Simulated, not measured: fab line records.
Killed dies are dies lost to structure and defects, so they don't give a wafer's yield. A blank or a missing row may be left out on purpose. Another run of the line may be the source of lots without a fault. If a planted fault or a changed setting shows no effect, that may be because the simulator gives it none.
fab line records | flow nandHarc
[record] lots = 6 | wafers = 18 | lastDay = 33
route steps=1302 shown A_SOURCE_PLATE@416 A_ONON_D1@424 END@1302
lots untouched by any fault: they come from a run of this same line in which no faults occurred
startH: hours from the record's first day to the start of the lot's first wafer shown | waitH: hours since the lot's step before | " unchanged from the row above | L1.1+2: several wafers, shown together as one row | - either no value or no given start | * or withheld: withheld | < > ~ a bound
route shown NAME@n: a module of which the file shows steps, and the number in the route of the first | usual: average and standard deviation across the fault-free wafers | same: alike in all rows | chamber/n: place in a boat | sites: readings site by site | _std_site: their standard deviation | _edge_site: the outer-site mean with the inner-site mean subtracted | radiusMm: for every site, how far away it sits from the centre of the wafer | mask NAME#n: copy n | behind: the tool/chamber that last shaped the wafer | hold: why the lot was held/for how many hours/how that ended | device: the transistor (n, p or np) that didn't switch | end of line: tests run on the same wafers once the route is complete | for a step that has no rows: nothing shown but its recipe | killed: at the first sort, the dies lost to defects and structure; wafer yield is something else | map: per-die view of a wafer (x killed, . not killed, _ where there is no die)
set.NAME: setting as actually run; set.NAME@STEP: the setting as run at that earlier step | model.NAME: the simulator's own value behind a step, which no gauge read
lots at some steps of the route; a table a step, a row a wafer
services: from which hour (startH, from the record's first day; less than 0 if before it) a tool's chamber was out of use, for how many hours, and why
[[steps]]
[step NHARC_A_SOURCE_PLATE_THK_MEAS_09]
[recipe] thkMeasGauge = ellipsometry
[usual] thkNm = 9.7/1
lot.wafer | tool         | chamber | startH | waitH | thkNm
L381.1    | filmMetro-01 | -       | 156.12 | 0.4   | 8.9
L381.4    | "            | -       | "      | "     | 10.7
L381.6    | "            | -       | "      | "     | 8.9
L389.3    | filmMetro-02 | -       | 246.03 | 0.4   | 9.3
L389.4    | "            | -       | "      | "     | 9.9
L389.5    | "            | -       | "      | "     | 8.5
L393.4    | filmMetro-02 | -       | 271.97 | 0.4   | 9.7
L393.5    | "            | -       | "      | "     | 8.9
L393.6    | "            | -       | "      | "     | 9.6
L397.2    | filmMetro-02 | -       | 323.63 | 0.4   | 8.4
L397.4    | "            | -       | "      | "     | 10.0
L397.6    | "            | -       | "      | "     | 10.9
L400.2    | filmMetro-01 | -       | 355.28 | 0.4   | 9.3
L400.3    | "            | -       | "      | "     | 10.1
L400.6    | "            | -       | "      | "     | 9.8
L403.2    | filmMetro-02 | -       | 373.80 | 0.4   | 8.1
L403.3    | "            | -       | "      | "     | 12.3
L403.4    | "            | -       | "      | "     | 8.8
[step NHARC_A_SOURCE_PLATE_PVD_04]
[recipe] targetThkA = 500 | material = WSi2
[step NHARC_A_SOURCE_PLATE_CVD_03]
[recipe] targetThkA = 2000 | tempC = 620 | pressureMtorr = 200 | timeS = 4000 | material = poly-Si
[step NHARC_A_SOURCE_PLATE_ANNEAL_05]
[recipe] tempC = 850 | timeS = 1800
[step NHARC_A_SOURCE_PLATE_THK_MEAS_06]
[recipe] thkMeasGauge = ellipsometry
[usual] thkNm = 199.2/2.4
lot.wafer | tool         | chamber | startH | waitH | thkNm
L381.1    | filmMetro-01 | -       | 168.64 | 0.4   | 197.8
L381.4    | "            | -       | "      | "     | 196.5
L381.6    | "            | -       | "      | "     | 199.6
L389.3    | filmMetro-02 | -       | 259.02 | 0.4   | 198.0
L389.4    | "            | -       | "      | "     | 195.7
L389.5    | "            | -       | "      | "     | 196.8
L393.4    | filmMetro-02 | -       | 285.00 | 0.4   | 198.6
L393.5    | "            | -       | "      | "     | 199.0
L393.6    | "            | -       | "      | "     | 197.3
L397.2    | filmMetro-01 | -       | 338.72 | 0.4   | 205.5
L397.4    | "            | -       | "      | "     | 204.4
L397.6    | "            | -       | "      | "     | 202.8
L400.2    | filmMetro-01 | -       | 369.02 | 0.4   | 198.4
L400.3    | "            | -       | "      | "     | 199.4
L400.6    | "            | -       | "      | "     | 198.3
L403.2    | filmMetro-01 | -       | 386.77 | 0.4   | 201.5
L403.3    | "            | -       | "      | "     | 200.0
L403.4    | "            | -       | "      | "     | 201.9
[step NHARC_A_SOURCE_PLATE_INSPECT_08]
[usual] rawDefectCount = 61/25
lot.wafer | tool             | chamber | startH | waitH | rawDefectCount
L381.1    | defectInspect-01 | -       | 168.75 | 0.0   | 33
L381.4    | "                | -       | "      | "     | 61
L381.6    | "                | -       | "      | "     | 62
L389.3    | defectInspect-01 | -       | 259.08 | 0.0   | 85
L389.4    | "                | -       | "      | "     | 123
L389.5    | "                | -       | "      | "     | 54
L393.4    | defectInspect-01 | -       | 285.11 | 0.0   | 37
L393.5    | "                | -       | "      | "     | 48
L393.6    | "                | -       | "      | "     | 41
L397.2    | defectInspect-01 | -       | 338.79 | 0.0   | 70
L397.4    | "                | -       | "      | "     | 75
L397.6    | "                | -       | "      | "     | 64
L400.2    | defectInspect-02 | -       | 369.12 | 0.0   | 54
L400.3    | "                | -       | "      | "     | 78
L400.6    | "                | -       | "      | "     | 43
L403.2    | defectInspect-02 | -       | 386.83 | 0.0   | 99
L403.3    | "                | -       | "      | "     | 39
L403.4    | "                | -       | "      | "     | 69
[step NHARC_A_ONON_D1_DEP_00]
[recipe] targetThkA = 10000 | n2FlowSccm = 2750 | n2oFlowSccm = 2000 | nh3FlowSccm = 500 | sih4FlowSccm = 210 | tempC = 400
[step NHARC_A_ONON_D1_THK_MEAS_02]
[recipe] thkMeasGauge = ellipsometry
[usual] thkNm = 1002/8.6
lot.wafer | tool         | chamber | startH | waitH | thkNm
L381.1    | filmMetro-02 | -       | 169.32 | -     | 998
L381.4    | "            | -       | "      | "     | 1000
L381.6    | "            | -       | "      | "     | 999
L389.3    | filmMetro-01 | -       | 259.65 | -     | 996
L389.4    | "            | -       | "      | "     | 995
L389.5    | "            | -       | "      | "     | 996
L393.4    | filmMetro-01 | -       | 285.69 | -     | 993
L393.5    | "            | -       | "      | "     | 992
L393.6    | "            | -       | "      | "     | 993
L397.2    | filmMetro-01 | -       | 339.35 | -     | 995
L397.4    | "            | -       | "      | "     | 993
L397.6    | "            | -       | "      | "     | 993
L400.2    | filmMetro-02 | -       | 369.70 | -     | 988
L400.3    | "            | -       | "      | "     | 989
L400.6    | "            | -       | "      | "     | 987
L403.2    | filmMetro-01 | -       | 387.40 | -     | 995
L403.3    | "            | -       | "      | "     | 994
L403.4    | "            | -       | "      | "     | 994
[step NHARC_A_ONON_D1_DEP_03]
[recipe] targetThkA = 10000 | n2FlowSccm = 2750 | n2oFlowSccm = 2000 | nh3FlowSccm = 500 | sih4FlowSccm = 210 | tempC = 400
[step NHARC_A_ONON_D1_THK_MEAS_05]
[recipe] thkMeasGauge = ellipsometry
[usual] thkNm = 1000/9.9
lot.wafer | tool         | chamber | startH | waitH | thkNm
L381.1    | filmMetro-02 | -       | 169.89 | -     | 1009
L381.4    | "            | -       | "      | "     | 1008
L381.6    | "            | -       | "      | "     | 1008
L389.3    | filmMetro-02 | -       | 260.22 | -     | 989
L389.4    | "            | -       | "      | "     | 987
L389.5    | "            | -       | "      | "     | 986
L393.4    | filmMetro-01 | -       | 286.26 | -     | 995
L393.5    | "            | -       | "      | "     | 991
L393.6    | "            | -       | "      | "     | 991
L397.2    | filmMetro-01 | -       | 339.92 | -     | 987
L397.4    | "            | -       | "      | "     | 987
L397.6    | "            | -       | "      | "     | 986
L400.2    | filmMetro-02 | -       | 370.27 | -     | 1001
L400.3    | "            | -       | "      | "     | 1001
L400.6    | "            | -       | "      | "     | 999
L403.2    | filmMetro-01 | -       | 387.97 | -     | 1011
L403.3    | "            | -       | "      | "     | 1010
L403.4    | "            | -       | "      | "     | 1010
[step NHARC_A_ONON_D1_DEP_06]
[recipe] targetThkA = 10000 | n2FlowSccm = 2750 | n2oFlowSccm = 2000 | nh3FlowSccm = 500 | sih4FlowSccm = 210 | tempC = 400
[usual] n2oFlowSccm = 2000/5.6
lot.wafer | tool         | chamber | startH | waitH | n2oFlowSccm
L381.1    | pecvdOnon-02 | 0       | 169.95 | 0.1   | 2000
L381.4    | "            | 0       | "      | "     | 2009
L381.6    | "            | 0       | "      | "     | 1998
L389.3    | pecvdOnon-03 | 0       | 260.39 | 0.2   | 1998
L389.4    | "            | 0       | "      | "     | 1994
L389.5    | "            | 0       | "      | "     | 2000
L393.4    | pecvdOnon-04 | 0       | 286.49 | 0.2   | 2000
L393.5    | "            | 0       | "      | "     | 1996
L393.6    | "            | 0       | "      | "     | 2002
L397.2    | pecvdOnon-03 | 0       | 340.03 | 0.1   | 1995
L397.4    | "            | 0       | "      | "     | 1999
L397.6    | "            | 0       | "      | "     | 1989
L400.2    | pecvdOnon-03 | 0       | 370.38 | 0.1   | 1999
L400.3    | "            | 0       | "      | "     | 2001
L400.6    | "            | 0       | "      | "     | 2003
L403.2    | pecvdOnon-04 | 0       | 388.08 | 0.1   | 1984
L403.3    | "            | 0       | "      | "     | 2001
L403.4    | "            | 0       | "      | "     | 1987
[step NHARC_A_ONON_D1_THK_MEAS_08]
[recipe] thkMeasGauge = ellipsometry
[usual] thkNm = 999/9.9
lot.wafer | tool         | chamber | startH | waitH | thkNm
L381.1    | filmMetro-01 | -       | 170.46 | -     | 1013
L381.4    | "            | -       | "      | "     | 1014
L381.6    | "            | -       | "      | "     | 1015
L389.3    | filmMetro-01 | -       | 260.79 | -     | 1003
L389.4    | "            | -       | "      | "     | 1001
L389.5    | "            | -       | "      | "     | 1000
L393.4    | filmMetro-01 | -       | 286.83 | -     | 1013
L393.5    | "            | -       | "      | "     | 1014
L393.6    | "            | -       | "      | "     | 1015
L397.2    | filmMetro-02 | -       | 340.48 | -     | 989
L397.4    | "            | -       | "      | "     | 1435
L397.6    | "            | -       | "      | "     | 1435
L400.2    | filmMetro-01 | -       | 370.83 | -     | 989
L400.3    | "            | -       | "      | "     | 990
L400.6    | "            | -       | "      | "     | 1433
L403.2    | filmMetro-01 | -       | 388.53 | -     | 995
L403.3    | "            | -       | "      | "     | 996
L403.4    | "            | -       | "      | "     | 996
[step NHARC_A_ONON_D1_DEP_09]
[recipe] targetThkA = 10000 | n2FlowSccm = 2750 | n2oFlowSccm = 2000 | nh3FlowSccm = 500 | sih4FlowSccm = 210 | tempC = 400
[step NHARC_END_SORT_01]
[recipe] tempC = 25
[usual] killedAtArray = 59/21 | killedAtOther = 1.0/1.1 | killedAtPeriphery = 4.0/2.6 | killedDies = 64/21 | killedOpen = 3.2/1.7 | killedShort = 2.5/1.5
[same] grossDies = 677
lot.wafer | tool      | chamber | startH | waitH | killedAtArray | killedAtOther | killedAtPeriphery | killedDies | killedOpen | killedShort
L381.1    | prober-01 | 0       | 601.49 | 2.5   | 48            | 1             | 2                 | 51         | 1          | 4
L381.4    | prober-01 | 0       | 603.91 | 3.4   | 57            | 2             | 3                 | 62         | 1          | 2
L381.6    | prober-01 | 0       | 605.52 | 4.0   | 50            | 0             | 9                 | 59         | 1          | 5
L389.3    | prober-02 | 0       | 664.95 | 3.1   | 45            | 1             | 8                 | 54         | 2          | 1
L389.4    | prober-02 | 0       | 665.76 | 3.4   | 52            | 1             | 3                 | 56         | 2          | 4
L389.5    | prober-02 | 0       | 666.57 | 3.7   | 48            | 1             | 5                 | 54         | 3          | 2
L393.4    | prober-01 | 0       | 697.18 | 3.4   | 83            | 1             | 9                 | 93         | 5          | 3
L393.5    | prober-01 | 0       | 697.99 | 3.7   | 90            | 0             | 10                | 100        | 1          | 3
L393.6    | prober-01 | 0       | 698.80 | 4.0   | 81            | 2             | 7                 | 90         | 5          | 5
L397.2    | prober-01 | 0       | 765.22 | 2.8   | 93            | 0             | 3                 | 96         | 2          | 2
L397.4    | prober-01 | 0       | 766.81 | 3.4   | 671           | 0             | 6                 | 677        | 1          | 3
L397.6    | prober-01 | 0       | 768.39 | 4.0   | 671           | 2             | 4                 | 677        | 3          | 1
L400.2    | prober-02 | 0       | 774.98 | 2.8   | 44            | 4             | 2                 | 50         | 1          | 0
L400.3    | prober-02 | 0       | 775.78 | 3.1   | 48            | 2             | 2                 | 52         | 2          | 0
L400.6    | prober-02 | 0       | 778.19 | 4.0   | 671           | 1             | 5                 | 677        | 1          | 6
// killed by level:class
L381.1 A_CHANNEL_HOLE_D1:chamberFilmFlake=30 A_CHANNEL_HOLE_D2:chamberFilmFlake=8 A_CONTACT:chamberFilmFlake=4 P_M0:geometricParticle:short=1 A_SOURCE_PLATE:geometricParticle:short=1 A_CHANNEL_FILL_D1:geometricParticle:short=1 A_DECK1_JOINT:geometricParticle:short=1 A_ONON_D2:geometricParticle:open=1
L381.4 A_CHANNEL_HOLE_D1:chamberFilmFlake=33 A_CHANNEL_HOLE_D2:chamberFilmFlake=10 A_CONTACT:chamberFilmFlake=6 A_STAIRCASE:chamberFilmFlake=2 THIN_TSV:chamberFilmFlake=2 P_M0:geometricParticle:open=1 A_ONON_D1:geometricParticle:short=1 A_CHANNEL_FILL_D1:geometricParticle:short=1
L381.6 A_CHANNEL_HOLE_D1:chamberFilmFlake=31 A_CHANNEL_HOLE_D2:chamberFilmFlake=7 A_CONTACT:chamberFilmFlake=5 P_M1:chamberFilmFlake=4 P_CONTACT:geometricParticle:short=2 A_ONON_D1:geometricParticle:short=2 P_BONDPAD:chamberFilmFlake=2 A_ONON_D2:geometricParticle:short=1
L389.3 A_CHANNEL_HOLE_D1:chamberFilmFlake=26 P_GATE:chamberFilmFlake=7 A_CONTACT:chamberFilmFlake=5 A_STAIRCASE:chamberFilmFlake=4 A_SLIT:chamberFilmFlake=4 A_CHANNEL_FILL_D1:chamberFilmFlake=2 P_M1:geometricParticle:open=1 A_CHANNEL_FILL_D1:geometricParticle:open=1
L389.4 A_CHANNEL_HOLE_D1:chamberFilmFlake=33 A_STAIRCASE:chamberFilmFlake=4 A_CONTACT:chamberFilmFlake=4 A_SLIT:chamberFilmFlake=3 A_CHANNEL_FILL_D2:geometricParticle:short=2 P_GATE:chamberFilmFlake=2 A_CHANNEL_FILL_D2:chamberFilmFlake=2 A_DECK1_JOINT:geometricParticle:short=1
L389.5 A_CHANNEL_HOLE_D1:chamberFilmFlake=35 A_SLIT:chamberFilmFlake=4 P_GATE:chamberFilmFlake=3 A_CHANNEL_FILL_D2:chamberFilmFlake=3 P_M0:geometricParticle:open=1 P_M1:geometricParticle:short=1 A_ONON_D1:geometricParticle:short=1 A_ONON_D2:geometricParticle:open=1
L393.4 A_SLIT:chamberFilmFlake=32 A_CHANNEL_HOLE_D1:chamberFilmFlake=30 A_SGD_CUT:chamberFilmFlake=7 P_ZERO_WELL:chamberFilmFlake=4 P_M2:chamberFilmFlake=4 A_CONTACT:chamberFilmFlake=3 A_CHANNEL_FILL_D2:geometricParticle:open=2 A_M0:geometricParticle:open=2
L393.5 A_SLIT:chamberFilmFlake=41 A_CHANNEL_HOLE_D1:chamberFilmFlake=31 A_CONTACT:chamberFilmFlake=7 A_SGD_CUT:chamberFilmFlake=6 P_M2:chamberFilmFlake=5 P_STI:chamberFilmFlake=3 P_CONTACT:geometricParticle:short=1 A_DECK1_JOINT:geometricParticle:short=1
L393.6 A_CHANNEL_HOLE_D1:chamberFilmFlake=31 A_SLIT:chamberFilmFlake=30 A_SGD_CUT:chamberFilmFlake=6 A_CHANNEL_HOLE_D1:geometricParticle:open=2 P_ZERO_WELL:chamberFilmFlake=2 P_M2:chamberFilmFlake=2 A_WL_FILL:chamberFilmFlake=2 A_CONTACT:chamberFilmFlake=2
L397.2 A_CHANNEL_HOLE_D2:chamberFilmFlake=30 A_SLIT:chamberFilmFlake=27 A_CHANNEL_HOLE_D1:chamberFilmFlake=23 A_CONTACT:chamberFilmFlake=4 A_M1:chamberFilmFlake=3 A_STAIRCASE:chamberFilmFlake=2 P_GATE:geometricParticle:open=1 A_CHANNEL_FILL_D2:geometricParticle:short=1
L397.4 A_ONON_D1:areaDep=573 A_SLIT:chamberFilmFlake=31 A_CHANNEL_HOLE_D1:chamberFilmFlake=30 A_CHANNEL_HOLE_D2:chamberFilmFlake=22 A_CONTACT:chamberFilmFlake=6 P_GATE:chamberFilmFlake=4 A_ONON_D2:geometricParticle:short=2 A_CHANNEL_FILL_D2:chamberFilmFlake=2
L397.6 A_ONON_D1:areaDep=570 A_SLIT:chamberFilmFlake=34 A_CHANNEL_HOLE_D1:chamberFilmFlake=32 A_CHANNEL_HOLE_D2:chamberFilmFlake=17 A_CONTACT:chamberFilmFlake=9 P_STI:chamberFilmFlake=2 P_GATE:chamberFilmFlake=2 THIN_TSV:chamberFilmFlake=2
L400.2 A_SLIT:chamberFilmFlake=32 A_STAIRCASE:chamberFilmFlake=4 THIN_TSV:chamberFilmFlake=4 A_CONTACT:chamberFilmFlake=3 P_M0:chamberFilmFlake=2 A_CHANNEL_FILL_D1:chamberFilmFlake=1 A_CONTACT:geometricParticle:open=1 A_ZERO_WELL:chamberFilmFlake=1
L400.3 A_SLIT:chamberFilmFlake=36 A_CONTACT:chamberFilmFlake=5 A_CHANNEL_HOLE_D2:chamberFilmFlake=2 A_STAIRCASE:chamberFilmFlake=2 THIN_TSV:chamberFilmFlake=2 A_SOURCE_PLATE:geometricParticle:open=1 A_ONON_D1:geometricParticle:open=1 P_ZERO_WELL:chamberFilmFlake=1
L400.6 A_ONON_D1:areaDep=621 A_SLIT:chamberFilmFlake=33 A_CHANNEL_HOLE_D1:chamberFilmFlake=3 A_CONTACT:chamberFilmFlake=3 A_WL_FILL:geometricParticle:short=2 P_GATE:chamberFilmFlake=2 P_M0:chamberFilmFlake=2 A_CHANNEL_FILL_D1:chamberFilmFlake=2
// map L397.4 (x killed, . not)
____________x____________
_________xxxxxxx_________
_______xxxxxxxxxxx_______
______xxxxxxxxxxxxx______
_____xxxxxxxxxxxxxxx_____
____xxxxxxxxxxxxxxxxx____
____xxxxxxxxxxxxxxxxx____
___xxxxxxxxxxxxxxxxxxx___
___xxxxxxxxxxxxxxxxxxx___
__xxxxxxxxxxxxxxxxxxxxx__
__xxxxxxxxxxxxxxxxxxxxx__
_xxxxxxxxxxxxxxxxxxxxxxx_
_xxxxxxxxxxxxxxxxxxxxxxx_
_xxxxxxxxxxxxxxxxxxxxxxx_
_xxxxxxxxxxxxxxxxxxxxxxx_
_xxxxxxxxxxxxxxxxxxxxxxx_
xxxxxxxxxxxxxxxxxxxxxxxxx
xxxxxxxxxxxxxxxxxxxxxxxxx
xxxxxxxxxxxxxxxxxxxxxxxxx
xxxxxxxxxxxxxxxxxxxxxxxxx
xxxxxxxxxxxxxxxxxxxxxxxxx
_xxxxxxxxxxxxxxxxxxxxxxx_
_xxxxxxxxxxxxxxxxxxxxxxx_
_xxxxxxxxxxxxxxxxxxxxxxx_
_xxxxxxxxxxxxxxxxxxxxxxx_
_xxxxxxxxxxxxxxxxxxxxxxx_
__xxxxxxxxxxxxxxxxxxxxx__
__xxxxxxxxxxxxxxxxxxxxx__
___xxxxxxxxxxxxxxxxxxx___
___xxxxxxxxxxxxxxxxxxx___
____xxxxxxxxxxxxxxxxx____
____xxxxxxxxxxxxxxxxx____
_____xxxxxxxxxxxxxxx_____
______xxxxxxxxxxxxx______
_______xxxxxxxxxxx_______
_________xxxxxxx_________
____________x____________
// map L400.6 (x killed, . not)
____________x____________
_________xxxxxxx_________
_______xxxxxxxxxxx_______
______xxxxxxxxxxxxx______
_____xxxxxxxxxxxxxxx_____
____xxxxxxxxxxxxxxxxx____
____xxxxxxxxxxxxxxxxx____
___xxxxxxxxxxxxxxxxxxx___
___xxxxxxxxxxxxxxxxxxx___
__xxxxxxxxxxxxxxxxxxxxx__
__xxxxxxxxxxxxxxxxxxxxx__
_xxxxxxxxxxxxxxxxxxxxxxx_
_xxxxxxxxxxxxxxxxxxxxxxx_
_xxxxxxxxxxxxxxxxxxxxxxx_
_xxxxxxxxxxxxxxxxxxxxxxx_
_xxxxxxxxxxxxxxxxxxxxxxx_
xxxxxxxxxxxxxxxxxxxxxxxxx
xxxxxxxxxxxxxxxxxxxxxxxxx
xxxxxxxxxxxxxxxxxxxxxxxxx
xxxxxxxxxxxxxxxxxxxxxxxxx
xxxxxxxxxxxxxxxxxxxxxxxxx
_xxxxxxxxxxxxxxxxxxxxxxx_
_xxxxxxxxxxxxxxxxxxxxxxx_
_xxxxxxxxxxxxxxxxxxxxxxx_
_xxxxxxxxxxxxxxxxxxxxxxx_
_xxxxxxxxxxxxxxxxxxxxxxx_
__xxxxxxxxxxxxxxxxxxxxx__
__xxxxxxxxxxxxxxxxxxxxx__
___xxxxxxxxxxxxxxxxxxx___
___xxxxxxxxxxxxxxxxxxx___
____xxxxxxxxxxxxxxxxx____
____xxxxxxxxxxxxxxxxx____
_____xxxxxxxxxxxxxxx_____
______xxxxxxxxxxxxx______
_______xxxxxxxxxxx_______
_________xxxxxxx_________
____________x____________
[[services]]
tool         | chamber | startH | hours | kind
pecvdOnon-02 | -       | 185.20 | 13.0  | pm
pecvdOnon-03 | -       | 227.04 | 13.0  | pm
pecvdOnon-04 | -       | 311.05 | 13.0  | pm
pecvdOnon-02 | -       | 366.20 | 13.0  | pm
[[key]]
[firstSign] step = NHARC_A_ONON_D1_THK_MEAS_08 | reading = thkNm | direction = up | sigmas = 44 | usual = 999 | struck = 1434
[effect] step = NHARC_END_SORT_01 | reading = killedAtArray | direction = up | sigmas = 29 | usual = 59 | struck = 671
[moreKillsBornAt] NHARC_A_ONON_D1_DEP_06@pecvdOnon-03 = 1764
metAt NHARC_A_ONON_D1_DEP_06
struckWafers L397.4,L397.6,L400.6
laterRowsLeftOut L397.4,L397.6,L400.6
testerLeftOut L397,L400
onsetBetween 260.39 340.03
[fault] kind = processParameterDrift | tool = pecvdOnon-03 | chamber = - | onsetH = 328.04 | steps = NHARC_A_ONON_D1_DEP_06 | channel = targetThkA | offset = * | shape = step | endH = 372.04 | scope = struckWafersOnly | actsIn = * | stated = *
// testerLeftOut: of these lots the tester's yield and bins aren't shown, on N5 and GAA mostly nor the transistor test; their killed dies are dies lost to structure and defects alone, not to doping, threshold or leakage, so they don't give the yield
// laterRowsLeftOut: the simulator's readings of these wafers behind a module that went badly wrong aren't trusted and aren't shown, but for the sort
